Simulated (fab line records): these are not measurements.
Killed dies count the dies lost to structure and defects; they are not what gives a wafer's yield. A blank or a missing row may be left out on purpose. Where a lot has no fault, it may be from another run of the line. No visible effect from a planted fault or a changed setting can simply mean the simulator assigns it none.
fab line records | flow nandHarc
[record] lots = 12 | wafers = 36 | lastDay = 24
route steps=1159 shown A_ONON_D1@449 A_CHANNEL_HOLE_D1@450 END@1159
lots untouched by any fault: they come from a run of this same line in which no faults occurred
startH: the number of hours between the record's first day and the start of the first shown wafer of the lot | waitH: time in hours since the lot's previous step | " the same as in the row above | L1.1+2: a single row standing in for several wafers | - no value, or no start was given | * or withheld: withheld | < > ~ a bound
route shown NAME@n: NAME is a module with steps in the file, n the number in the route of the first one | usual: mean/standard deviation of fault-free wafers | same: alike in all rows | chamber/n: place in a boat | sites: each site's reading | _std_site: standard deviation across them | _edge_site: mean of outer sites minus mean of inner sites | radiusMm: for every site, how far away it sits from the centre of the wafer | mask NAME#n: copy n | behind: the most recent tool/chamber to have shaped the wafer | hold: reason for holding the lot/hours on hold/outcome of the hold | device: whichever transistor did not switch (one of n, p or np) | end of line: tests of these same wafers at the route's end | a step with no rows: only its recipe | killed: not the wafer's yield, but the dies lost to structure and defects at the first sort | map: dies across one wafer; x = killed, . = not, _ = none there
set.NAME: the setting that was run; set.NAME@STEP: the one run at that earlier step | model.NAME: the simulator's own value behind a step, which no gauge read
steps of the route over a sample of lots; a table a step, a row a wafer
services: from which hour (startH, from the record's first day; less than 0 if before it) a tool's chamber was out of use, for how many hours, and why
[[steps]]
[step NHARC_A_ONON_D1_INSPECT_32]
[usual] rawDefectCount = 86/29
lot.wafer | tool             | chamber | startH | waitH | rawDefectCount
L426.1    | defectInspect-02 | -       | 170.10 | 0.0   | 64
L426.2    | "                | -       | "      | "     | 74
L426.6    | "                | -       | "      | "     | 74
L427.1    | defectInspect-01 | -       | 177.70 | 0.0   | 77
L427.4    | "                | -       | "      | "     | 63
L427.5    | "                | -       | "      | "     | 73
L428.3    | defectInspect-01 | -       | 184.64 | 0.0   | 99
L428.4    | "                | -       | "      | "     | 93
L428.5    | "                | -       | "      | "     | 71
L429.1    | defectInspect-02 | -       | 190.53 | 0.0   | 48
L429.2    | "                | -       | "      | "     | 108
L429.5    | "                | -       | "      | "     | 65
L432.1    | defectInspect-01 | -       | 213.62 | 0.0   | 81
L432.2    | "                | -       | "      | "     | 63
L432.5    | "                | -       | "      | "     | 70
L435.1    | defectInspect-02 | -       | 233.49 | 0.0   | 63
L435.4    | "                | -       | "      | "     | 75
L435.5    | "                | -       | "      | "     | 55
L438.1    | defectInspect-02 | -       | 248.14 | 0.0   | 70
L438.3    | "                | -       | "      | "     | 76
L438.5    | "                | -       | "      | "     | 83
L443.1    | defectInspect-01 | -       | 281.61 | 0.0   | 74
L443.3    | "                | -       | "      | "     | 70
L443.5    | "                | -       | "      | "     | 90
L444.1    | defectInspect-02 | -       | 281.87 | 0.0   | 123
L444.2    | "                | -       | "      | "     | 101
L444.3    | "                | -       | "      | "     | 99
L445.3    | defectInspect-02 | -       | 289.38 | 0.1   | 64
L445.4    | "                | -       | "      | "     | 48
L445.6    | "                | -       | "      | "     | 98
L448.1    | defectInspect-01 | -       | 306.18 | 0.0   | 107
L448.2    | "                | -       | "      | "     | 78
L448.6    | "                | -       | "      | "     | 141
L447.1    | defectInspect-01 | -       | 306.20 | 0.0   | 148
L447.4    | "                | -       | "      | "     | 108
L447.6    | "                | -       | "      | "     | 143
[step NHARC_A_CHANNEL_HOLE_D1_DEP_00]
[recipe] targetThkA = 31000 | tempC = 400 | material = aC
[usual] susceptorTempC = 400.06/0.19 | throttleValvePct = 34.999/0.009
lot.wafer | tool      | chamber | startH | waitH | susceptorTempC | throttleValvePct
L426.1    | aclDep-01 | 0       | 171.61 | 1.5   | 400.22         | 35.005
L426.2    | "         | 0       | "      | "     | 400.22         | 35.011
L426.6    | "         | 0       | 173.19 | 3.1   | 399.93         | 35.006
L427.1    | aclDep-01 | 0       | 181.92 | 4.2   | -              | 34.993
L427.4    | "         | 0       | "      | "     | -              | 34.995
L427.5    | "         | 0       | "      | "     | -              | 34.999
L428.3    | aclDep-01 | 0       | 187.02 | 2.4   | -              | 35.017
L428.4    | "         | 0       | "      | "     | -              | 34.999
L428.5    | "         | 0       | "      | "     | -              | 34.994
L429.1    | aclDep-02 | 0       | 190.60 | 0.1   | -              | 34.992
L429.2    | "         | 0       | "      | "     | -              | 34.984
L429.5    | "         | 0       | "      | "     | -              | 35.006
L432.1    | aclDep-03 | 0       | 214.94 | 1.3   | -              | 35.002
L432.2    | "         | 0       | "      | "     | -              | 34.998
L432.5    | "         | 0       | "      | "     | -              | 34.983
L435.1    | aclDep-01 | 0       | 234.25 | 0.8   | 400.17         | 34.995
L435.4    | "         | 0       | "      | "     | 400.10         | 34.997
L435.5    | "         | 0       | "      | "     | 399.85         | 35.003
L438.1    | aclDep-03 | 0       | 249.72 | 1.6   | 400.47         | 34.985
L438.3    | "         | 0       | "      | "     | 400.25         | 35.006
L438.5    | "         | 0       | "      | "     | 400.48         | 35.006
L443.1    | aclDep-02 | -       | 281.67 | 0.1   | -              | -
L443.3    | "         | -       | "      | "     | -              | -
L443.5    | "         | -       | "      | "     | -              | -
L444.1    | aclDep-01 | -       | 283.09 | 1.2   | -              | -
L444.2    | "         | -       | "      | "     | -              | -
L444.3    | "         | -       | "      | "     | -              | -
L445.3    | aclDep-03 | 0       | 290.90 | 1.5   | 400.00         | 35.007
L445.4    | "         | 0       | "      | "     | 399.99         | 35.005
L445.6    | "         | 0       | "      | "     | 400.02         | 34.998
L448.1    | aclDep-03 | 0       | 306.99 | 0.8   | -              | 34.980
L448.2    | "         | 0       | "      | "     | -              | 34.994
L448.6    | "         | 0       | 308.56 | 2.4   | -              | 35.002
L447.1    | aclDep-02 | 0       | 307.45 | 1.2   | -              | 35.004
L447.4    | "         | 0       | "      | "     | -              | 35.003
L447.6    | "         | 0       | "      | "     | -              | 34.994
[step NHARC_A_CHANNEL_HOLE_D1_INSPECT_12]
[usual] rawDefectCount = 6/3.1
lot.wafer | tool             | chamber | startH | waitH | rawDefectCount
L426.1    | defectInspect-02 | -       | 174.41 | 0.0   | 5
L426.2    | "                | -       | "      | "     | 7
L426.6    | "                | -       | "      | "     | 2
L427.1    | defectInspect-02 | -       | 184.67 | 0.0   | 3
L427.4    | "                | -       | "      | "     | 3
L427.5    | "                | -       | "      | "     | 3
L428.3    | defectInspect-01 | -       | 189.14 | 0.0   | 7
L428.4    | "                | -       | "      | "     | 11
L428.5    | "                | -       | "      | "     | 7
L429.1    | defectInspect-02 | -       | 193.35 | 0.0   | 5
L429.2    | "                | -       | "      | "     | 7
L429.5    | "                | -       | "      | "     | 7
L432.1    | defectInspect-02 | -       | 217.71 | 0.0   | 8
L432.2    | "                | -       | "      | "     | 5
L432.5    | "                | -       | "      | "     | 6
L435.1    | defectInspect-01 | -       | 237.01 | 0.0   | 2
L435.4    | "                | -       | "      | "     | 9
L435.5    | "                | -       | "      | "     | 7
L438.1    | defectInspect-01 | -       | 252.52 | 0.0   | 3
L438.3    | "                | -       | "      | "     | 5
L438.5    | "                | -       | "      | "     | 9
L443.1    | defectInspect-01 | -       | 284.36 | 0.0   | 9
L443.3    | "                | -       | "      | "     | 4
L443.5    | "                | -       | "      | "     | 3
L444.1    | defectInspect-01 | -       | 285.89 | 0.0   | 12
L444.2    | "                | -       | "      | "     | 8
L444.3    | "                | -       | "      | "     | 5
L445.3    | defectInspect-02 | -       | 293.09 | 0.0   | 3
L445.4    | "                | -       | "      | "     | 9
L445.6    | "                | -       | "      | "     | 12
L448.1    | defectInspect-01 | -       | 309.75 | 0.0   | 4
L448.2    | "                | -       | "      | "     | 2
L448.6    | "                | -       | "      | "     | 10
L447.1    | defectInspect-01 | -       | 310.19 | 0.0   | 14
L447.4    | "                | -       | "      | "     | 9
L447.6    | "                | -       | "      | "     | 8
[step NHARC_A_CHANNEL_HOLE_D1_DESCUM_15]
[recipe] timeS = 3 | o2FlowSccm = 200 | arFlowSccm = 0 | biasPowerW = 0 | chemistry = O2
[usual] drypumpMotorCurrentA = 5.5/0.35 | oesProductAu = 1.004/0.0098 | rfVppV = 58.0/0.82 | showerheadPlenumPTorr = 1.95/0.079 | throttleValvePct = 11.310/0.009
lot.wafer | tool       | chamber | startH | waitH | drypumpMotorCurrentA | oesProductAu | rfHoursCounterH | rfVppV | showerheadPlenumPTorr | throttleValvePct
L426.1    | rieDiel-07 | 1       | 174.48 | 0.1   | 5.2                  | 0.983        | 8               | 58.6   | 2.02                  | 11.303
L426.2    | "          | 2       | "      | "     | 5.8                  | 1.015        | 9               | 57.7   | 2.00                  | 11.303
L426.6    | "          | 1       | "      | "     | 5.2                  | 0.996        | -               | 58.6   | 2.02                  | 11.310
L427.4    | rieDiel-07 | 0       | 184.73 | 0.1   | 5.0                  | 0.997        | 9               | 57.0   | 1.96                  | 11.321
L427.1    | "          | 2       | "      | "     | 5.8                  | 1.005        | 10              | 57.3   | 2.00                  | 11.311
L427.5    | "          | 3       | "      | "     | 5.3                  | 0.995        | -               | 57.8   | 1.79                  | 11.312
L428.4    | rieDiel-10 | 3       | 189.22 | 0.1   | 5.5                  | 1.022        | 0               | 58.1   | 1.84                  | 11.324
L428.3    | "          | 0       | "      | "     | 5.5                  | 1.009        | 0               | 56.8   | 1.88                  | 11.313
L428.5    | "          | 1       | "      | "     | 5.2                  | 1.012        | -               | 58.4   | 2.02                  | 11.309
L429.1    | rieDiel-04 | 3       | 193.43 | 0.1   | 6.4                  | 1.007        | 5               | 57.5   | 2.00                  | 11.322
L429.2    | "          | 0       | "      | "     | 5.6                  | 0.990        | 5               | 59.1   | 2.03                  | 11.318
L429.5    | "          | 0       | "      | "     | 5.6                  | 0.982        | -               | 57.2   | 2.03                  | 11.310
L432.1    | rieDiel-07 | 2       | 217.78 | 0.1   | 5.8                  | 1.004        | 13              | 57.7   | 2.00                  | 11.302
L432.2    | "          | 3       | "      | "     | 5.3                  | 1.002        | 12              | 58.4   | 1.79                  | 11.324
L432.5    | "          | 2       | "      | "     | 5.7                  | 1.005        | -               | 57.8   | 2.00                  | 11.303
L435.1    | rieDiel-10 | 2       | 237.08 | 0.1   | 5.3                  | 0.995        | 3               | 58.1   | 1.89                  | 11.326
L435.4    | "          | 0       | "      | "     | 5.5                  | 1.001        | 3               | 58.0   | 1.88                  | 11.298
L435.5    | "          | 2       | "      | "     | 5.3                  | 0.994        | -               | 57.4   | 1.89                  | 11.300
L438.3    | rieDiel-10 | 3       | 252.60 | 0.1   | 5.5                  | 0.998        | 4               | 58.2   | 1.84                  | 11.304
L438.1    | "          | 0       | "      | "     | 5.5                  | 0.999        | 3               | 57.3   | 1.88                  | 11.309
L438.5    | "          | 1       | "      | "     | 5.1                  | 1.013        | -               | 58.6   | 2.02                  | 11.319
L443.3    | rieDiel-10 | 2       | 284.44 | 0.1   | 5.3                  | 0.992        | 7               | 58.3   | 1.88                  | 11.315
L443.1    | "          | 3       | "      | "     | 5.5                  | 1.014        | 6               | 57.2   | 1.84                  | 11.306
L443.5    | "          | 0       | "      | "     | 5.5                  | 0.981        | -               | 57.2   | 1.88                  | 11.323
L444.2    | rieDiel-04 | 2       | 285.95 | 0.1   | 5.4                  | 1.002        | 12              | 57.7   | 1.95                  | 11.305
L444.3    | "          | 3       | "      | "     | 6.4                  | 1.009        | 13              | 58.3   | 2.00                  | 11.304
L444.1    | "          | 0       | "      | "     | 5.6                  | 1.005        | 11              | 57.9   | 2.03                  | 11.317
L445.3    | rieDiel-10 | 1       | 293.16 | 0.1   | 5.1                  | 1.018        | 7               | 59.2   | 2.02                  | 11.312
L445.4    | "          | 2       | "      | "     | 5.3                  | 1.010        | 8               | 56.2   | 1.88                  | 11.315
L445.6    | "          | 3       | "      | "     | 5.5                  | 1.025        | -               | 58.1   | 1.84                  | 11.311
L448.1    | rieDiel-04 | 1       | 309.83 | 0.1   | 6.0                  | 1.020        | 0               | 56.9   | 2.06                  | 11.296
L448.2    | "          | 2       | "      | "     | 5.5                  | 0.992        | 0               | 57.8   | 1.95                  | 11.310
L448.6    | "          | 3       | "      | "     | 6.4                  | 1.011        | -               | 57.7   | 2.00                  | 11.295
L447.4    | rieDiel-10 | 0       | 310.25 | 0.1   | 5.4                  | 1.004        | 8               | 58.6   | 1.88                  | 11.321
L447.1    | "          | 1       | "      | "     | 5.2                  | 1.014        | 9               | 57.8   | 2.02                  | 11.295
L447.6    | "          | 1       | "      | "     | 5.1                  | 1.006        | -               | 57.5   | 2.02                  | 11.308
[step NHARC_A_CHANNEL_HOLE_D1_CD_MEAS_30]
[usual] cdNm = 90.7/1.2
lot.wafer | tool     | chamber | startH | waitH | cdNm
L426.1    | cdSem-02 | -       | 181.18 | -     | 89.5
L426.2    | "        | -       | "      | "     | 92.1
L426.6    | "        | -       | "      | "     | 90.4
L427.1    | cdSem-03 | -       | 191.43 | -     | 90.0
L427.4    | "        | -       | "      | "     | 89.5
L427.5    | "        | -       | "      | "     | 90.6
L428.3    | cdSem-01 | -       | 195.88 | -     | 91.3
L428.4    | "        | -       | "      | "     | 92.2
L428.5    | "        | -       | "      | "     | 90.4
L429.1    | cdSem-03 | -       | 200.16 | -     | 92.1
L429.2    | "        | -       | "      | "     | 91.1
L429.5    | "        | -       | "      | "     | 92.6
L432.1    | cdSem-03 | -       | 227.87 | -     | 88.0
L432.2    | "        | -       | "      | "     | 87.8
L432.5    | "        | -       | "      | "     | 88.9
L435.1    | cdSem-03 | -       | 243.78 | -     | 92.2
L435.4    | "        | -       | "      | "     | 91.8
L435.5    | "        | -       | "      | "     | 91.2
L438.1    | cdSem-02 | -       | 259.73 | -     | 88.0
L438.3    | "        | -       | "      | "     | 90.6
L438.5    | "        | -       | "      | "     | 89.4
L443.1    | cdSem-02 | -       | 291.13 | -     | -
L443.3    | "        | -       | "      | "     | -
L443.5    | "        | -       | "      | "     | -
L444.1    | cdSem-03 | -       | 292.63 | -     | -
L444.2    | "        | -       | "      | "     | -
L444.3    | "        | -       | "      | "     | -
L445.3    | cdSem-01 | -       | 299.97 | -     | 91.8
L445.4    | "        | -       | "      | "     | 91.2
L445.6    | "        | -       | "      | "     | 90.0
L448.1    | cdSem-01 | -       | 316.53 | -     | 89.7
L448.2    | "        | -       | "      | "     | 90.7
L448.6    | "        | -       | "      | "     | 89.3
L447.1    | cdSem-02 | -       | 320.69 | -     | 91.7
L447.4    | "        | -       | "      | "     | 90.6
L447.6    | "        | -       | "      | "     | 88.9
[step NHARC_A_CHANNEL_HOLE_D1_INSPECT_40]
[usual] rawDefectCount = 61/22
lot.wafer | tool             | chamber | startH | waitH | hold                    | rawDefectCount
L426.1    | defectInspect-01 | -       | 181.36 | -     | -                       | 41
L426.2    | "                | -       | "      | "     | -                       | 43
L426.6    | "                | -       | "      | "     | -                       | 34
L427.1    | defectInspect-02 | -       | 191.63 | -     | -                       | 57
L427.4    | "                | -       | "      | "     | -                       | 46
L427.5    | "                | -       | "      | "     | -                       | 51
L428.3    | defectInspect-01 | -       | 196.07 | -     | -                       | 53
L428.4    | "                | -       | "      | "     | -                       | 49
L428.5    | "                | -       | "      | "     | -                       | 47
L429.1    | defectInspect-01 | -       | 200.35 | -     | -                       | 54
L429.2    | "                | -       | "      | "     | -                       | 41
L429.5    | "                | -       | "      | "     | -                       | 38
L432.1    | defectInspect-01 | -       | 228.06 | -     | -                       | 37
L432.2    | "                | -       | "      | "     | -                       | 40
L432.5    | "                | -       | "      | "     | -                       | 34
L435.1    | defectInspect-01 | -       | 243.97 | -     | -                       | 37
L435.4    | "                | -       | "      | "     | -                       | 56
L435.5    | "                | -       | "      | "     | -                       | 80
L438.1    | defectInspect-02 | -       | 259.93 | -     | -                       | 47
L438.3    | "                | -       | "      | "     | -                       | 56
L438.5    | "                | -       | "      | "     | -                       | 39
L443.1    | defectInspect-01 | -       | 291.32 | -     | awaitDispo/0.2h/release | 5968
L443.3    | "                | -       | "      | "     | awaitDispo/0.2h/release | 6036
L443.5    | "                | -       | "      | "     | awaitDispo/0.2h/release | 5974
L443.1    | defectInspect-01 | -       | 291.49 | 0.2   | -                       | 5916
L443.3    | "                | -       | "      | "     | -                       | 6026
L443.5    | "                | -       | "      | "     | -                       | 5917
L444.1    | defectInspect-02 | -       | 292.82 | -     | awaitDispo/0.2h/release | 5674
L444.2    | "                | -       | "      | "     | awaitDispo/0.2h/release | 5858
L444.3    | "                | -       | "      | "     | awaitDispo/0.2h/release | 5934
L444.1    | defectInspect-02 | -       | 292.99 | 0.2   | -                       | 5644
L444.2    | "                | -       | "      | "     | -                       | 5856
L444.3    | "                | -       | "      | "     | -                       | 5921
L445.3    | defectInspect-01 | -       | 300.15 | -     | -                       | 69
L445.4    | "                | -       | "      | "     | -                       | 66
L445.6    | "                | -       | "      | "     | -                       | 59
L448.1    | defectInspect-02 | -       | 316.72 | -     | -                       | 69
L448.2    | "                | -       | "      | "     | -                       | 57
L448.6    | "                | -       | "      | "     | -                       | 85
L447.1    | defectInspect-02 | -       | 320.87 | -     | -                       | 53
L447.4    | "                | -       | "      | "     | -                       | 52
L447.6    | "                | -       | "      | "     | -                       | 58
[step NHARC_END_SORT_01]
[recipe] tempC = 25
[usual] defectLimitedYield = 95.1/1.3 | killedAtArray = 29/8.4 | killedAtOther = 0.7/1.2 | killedAtPeriphery = 3.8/2.1 | killedDies = 33/9 | killedOpen = 3.4/2 | killedShort = 2.1/1.4 | sort_bin_2_pct = 1.5/0.56 | sort_bin_3_pct = 0.26/0.2 | sort_bin_4_pct = 3.1/0.91 | sortNPass = 644/9 | sortRimYieldPct = 96.2/2.2 | sortYieldPct = 95.1/1.3
[same] grossDies = 677 | sort_bin_5_pct[%] = 0 | sort_bin_6_pct[%] = 0 | sort_bin_7_pct[%] = 0 | sort_bin_8_pct[%] = 0 | sortRimNGross = 106.00
lot.wafer | tool      | chamber | startH | waitH | defectLimitedYield[%] | killedAtArray | killedAtOther | killedAtPeriphery | killedDies | killedOpen | killedShort | sort_bin_2_pct[%] | sort_bin_3_pct[%] | sort_bin_4_pct[%] | sortNPass | sortRimYieldPct[%] | sortYieldPct[%]
L429.1    | prober-02 | 0       | 479.94 | 2.5   | 93.1                  | 41            | 0             | 6                 | 47         | 3          | 1           | 1.6               | 0.15              | 5.2               | 630       | 96.2               | 93.1
L429.2    | prober-02 | 0       | 480.74 | 2.8   | 95.3                  | 26            | 0             | 6                 | 32         | 2          | 1           | 1.5               | 0.30              | 3.0               | 645       | 93.4               | 95.3
L429.5    | prober-02 | 0       | 483.14 | 3.7   | 94.5                  | 31            | 0             | 6                 | 37         | 2          | 3           | 1.6               | 0.15              | 3.7               | 640       | 93.4               | 94.5
L432.1    | prober-02 | 0       | 511.09 | 2.5   | 95.1                  | 30            | 0             | 3                 | 33         | 3          | 0           | 1.0               | 0.15              | 3.7               | 644       | 96.2               | 95.1
L432.2    | prober-02 | 0       | 511.90 | 2.8   | 95.7                  | 24            | 2             | 3                 | 29         | 3          | 1           | 1.2               | 0.15              | 3.0               | 648       | 96.2               | 95.7
L432.5    | prober-02 | 0       | 514.31 | 3.7   | 95.9                  | 26            | 0             | 2                 | 28         | 1          | 1           | 1.5               | 0                 | 2.7               | 649       | 97.2               | 95.9
L435.1    | prober-02 | 0       | 526.62 | 2.5   | 93.5                  | 38            | 0             | 6                 | 44         | 5          | 6           | 1.9               | 0.30              | 4.3               | 633       | 95.3               | 93.5
L435.4    | prober-02 | 0       | 529.03 | 3.4   | 93.9                  | 36            | 0             | 5                 | 41         | 4          | 3           | 1.9               | 0.15              | 4.0               | 636       | 95.3               | 93.9
L435.5    | prober-02 | 0       | 529.83 | 3.7   | 94.2                  | 34            | 0             | 5                 | 39         | 2          | 2           | 1.3               | 0.44              | 4.0               | 638       | 89.6               | 94.2
// killed by level:class
L429.1 A_SLIT:chamberFilmFlake=17 A_CONTACT:chamberFilmFlake=9 A_CHANNEL_HOLE_D1:chamberFilmFlake=8 P_BONDPAD:chamberFilmFlake=5 A_WL_FILL:chamberFilmFlake=3 P_GATE:geometricParticle:open=1 A_CHANNEL_FILL_D1:geometricParticle:short=1 A_CONTACT:geometricParticle:open=1
L429.2 A_SLIT:chamberFilmFlake=9 A_CONTACT:chamberFilmFlake=8 P_BONDPAD:chamberFilmFlake=3 A_CHANNEL_HOLE_D1:chamberFilmFlake=3 A_WL_FILL:chamberFilmFlake=3 P_CONTACT:geometricParticle:open=2 A_STAIRCASE:chamberFilmFlake=2 A_CONTACT:geometricParticle:short=1
L429.5 A_SLIT:chamberFilmFlake=13 A_CONTACT:chamberFilmFlake=8 P_BONDPAD:chamberFilmFlake=5 A_CHANNEL_HOLE_D1:chamberFilmFlake=4 P_M0:geometricParticle:open=1 A_CHANNEL_HOLE_D1:geometricParticle:short=1 A_CHANNEL_FILL_D1:geometricParticle:short=1 A_SGD_CUT:geometricParticle:short=1
L432.1 A_SLIT:chamberFilmFlake=16 A_CHANNEL_HOLE_D1:chamberFilmFlake=8 A_CONTACT:geometricParticle:open=2 A_STAIRCASE:chamberFilmFlake=2 P_CONTACT:geometricParticle:open=1 P_STI:chamberFilmFlake=1 P_CONTACT:chamberFilmFlake=1 A_WL_FILL:chamberFilmFlake=1
L432.2 A_SLIT:chamberFilmFlake=10 A_STAIRCASE:chamberFilmFlake=3 A_CONTACT:chamberFilmFlake=3 A_BLC:geometricParticle:open=2 A_ZERO_WELL:chamberFilmFlake=2 A_CHANNEL_HOLE_D1:chamberFilmFlake=2 THIN_TSV:chamberFilmFlake=2 A_CHANNEL_HOLE_D1:geometricParticle:open=1
L432.5 A_SLIT:chamberFilmFlake=14 A_CHANNEL_HOLE_D1:chamberFilmFlake=6 A_CHANNEL_FILL_D1:geometricParticle:short=1 A_CONTACT:geometricParticle:open=1 P_STI:chamberFilmFlake=1 P_CONTACT:chamberFilmFlake=1 A_ZERO_WELL:chamberFilmFlake=1 A_STAIRCASE:chamberFilmFlake=1
L435.1 A_CHANNEL_HOLE_D1:chamberFilmFlake=11 A_M0:chamberFilmFlake=8 A_WL_FILL:chamberFilmFlake=4 A_WL_FILL:geometricParticle:short=2 A_CONTACT:geometricParticle:open=2 P_ZERO_WELL:chamberFilmFlake=2 A_CHANNEL_FILL_D1:chamberFilmFlake=2 A_CONTACT:chamberFilmFlake=2
L435.4 A_CHANNEL_HOLE_D1:chamberFilmFlake=15 A_CHANNEL_FILL_D1:chamberFilmFlake=4 A_CONTACT:chamberFilmFlake=4 A_M0:chamberFilmFlake=4 A_STAIRCASE:chamberFilmFlake=2 A_WL_FILL:chamberFilmFlake=2 P_CONTACT:geometricParticle:open=1 P_M0:geometricParticle:short=1
L435.5 A_CHANNEL_HOLE_D1:chamberFilmFlake=25 P_CONTACT:chamberFilmFlake=3 A_M0:chamberFilmFlake=3 A_WL_FILL:chamberFilmFlake=2 P_M0:geometricParticle:open=1 A_CHANNEL_FILL_D1:geometricParticle:short=1 A_WL_FILL:geometricParticle:short=1 A_BLC:geometricParticle:open=1
[[services]]
tool       | chamber | startH | hours | kind
rieDiel-04 | -       | 152.04 | 2.6   | repair
rieDiel-10 | 0       | 155.62 | -     | clean
rieDiel-10 | 1       | 155.62 | -     | clean
rieDiel-10 | 2       | 155.62 | -     | clean
rieDiel-10 | 3       | 155.62 | -     | clean
rieDiel-10 | 0       | 162.83 | 4.9   | repair
aclDep-02  | -       | 170.28 | 13.0  | pm
rieDiel-10 | -       | 176.50 | 9.0   | pm
rieDiel-10 | 0       | 176.50 | 9.0   | ventCycle
rieDiel-10 | 1       | 176.50 | 9.0   | ventCycle
rieDiel-10 | 2       | 176.50 | 9.0   | ventCycle
rieDiel-10 | 3       | 176.50 | 9.0   | ventCycle
rieDiel-10 | 0       | 185.50 | -     | clean
rieDiel-10 | 1       | 185.50 | -     | clean
rieDiel-10 | 2       | 185.50 | -     | clean
aclDep-03  | -       | 224.38 | 13.0  | pm
rieDiel-07 | -       | 228.20 | 9.0   | pm
rieDiel-10 | 2       | 243.70 | 1.2   | repair
rieDiel-04 | -       | 260.52 | 0.2   | repair
rieDiel-07 | -       | 267.54 | 1.8   | repair
rieDiel-04 | 0       | 280.58 | 4.6   | repair
rieDiel-04 | -       | 288.98 | 9.0   | pm
aclDep-01  | -       | 295.86 | 13.0  | pm
rieDiel-10 | 0       | 297.69 | 8.5   | repair
[[key]]
[firstSign] step = NHARC_A_CHANNEL_HOLE_D1_DEP_00 | reading = toolRecord | direction = missing
[effect] step = NHARC_A_CHANNEL_HOLE_D1_CD_MEAS_30 | reading = cdNm | direction = missing
[effect] step = NHARC_A_CHANNEL_HOLE_D1_INSPECT_40 | reading = rawDefectCount | direction = up | sigmas = 99+ | usual = 61 | struck = 5907
metAt NHARC_A_CHANNEL_HOLE_D1_DEP_00
struckLots L443,L444
scrappedBehind NHARC_A_CHANNEL_HOLE_D1_INSPECT_40 L443.1,L443.3,L443.5,L444.1,L444.2,L444.3
notActingAt NHARC_A_ONON_D1_INSPECT_32,NHARC_A_CHANNEL_HOLE_D1_INSPECT_12,NHARC_A_CHANNEL_HOLE_D1_DESCUM_15
onsetBetween 234.25 281.67
[fault] kind = skippedStepWhole | tool = aclDep-01,aclDep-02 | chamber = - | onsetH = 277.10 | steps = NHARC_A_CHANNEL_HOLE_D1_DEP_00 | scope = struckLotsOnly
